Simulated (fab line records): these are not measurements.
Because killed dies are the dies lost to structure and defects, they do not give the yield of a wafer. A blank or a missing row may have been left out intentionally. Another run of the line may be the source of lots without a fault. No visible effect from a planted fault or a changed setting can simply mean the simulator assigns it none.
Matching of chambers    flow n5-finfet    rie-diel-01 running N5_HKMG_FIN_STRIP_34: 4 sister chambers
The step strips in CF4. 4 wafers are shown with their chamber, then 7 later ones without.

## WAFERS PAIRED WITH THEIR CHAMBERS
wafer   chamber  showerhead-plenum-p-Torr (Torr)
L078.4  1        1.81
L074.6  2        1.86
L087.1  0        1.80
L087.3  3        1.87

## WAFERS WITH NO CHAMBER GIVEN
wafer   showerhead-plenum-p-Torr (Torr)
L087.6  1.80
L093.1  1.80
L093.2  1.85
L093.4  1.86
L094.1  1.86
L094.2  1.80
L094.5  1.80

## WHICH CHAMBER EACH ONE RAN IN
wafer    from the rows above   in truth
L087.6   0                     0
L093.1   0                     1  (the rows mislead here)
L093.2   2                     2
L093.4   2                     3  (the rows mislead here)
L094.1   2                     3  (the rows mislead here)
L094.2   0                     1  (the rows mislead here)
L094.5   0                     0
Correct placement for 3 of the 7. Left unplaced by these rows: 0. Wrongly placed: 4.
How it was worked out, from the rows above alone: a wafer's distance from a chamber is the root of the sum, over the readings, of the square of ((its reading less the chamber's mean) divided by the reading's scatter). If the next closest chamber is less than 2 further off than the closest, the wafer can't be placed; otherwise it belongs to the closest. The mean given for a chamber averages the wafers shown for that chamber. The scatter: with one shown wafer a chamber, the root of the mean of the squares of how far each hidden wafer lies from its nearest shown one.
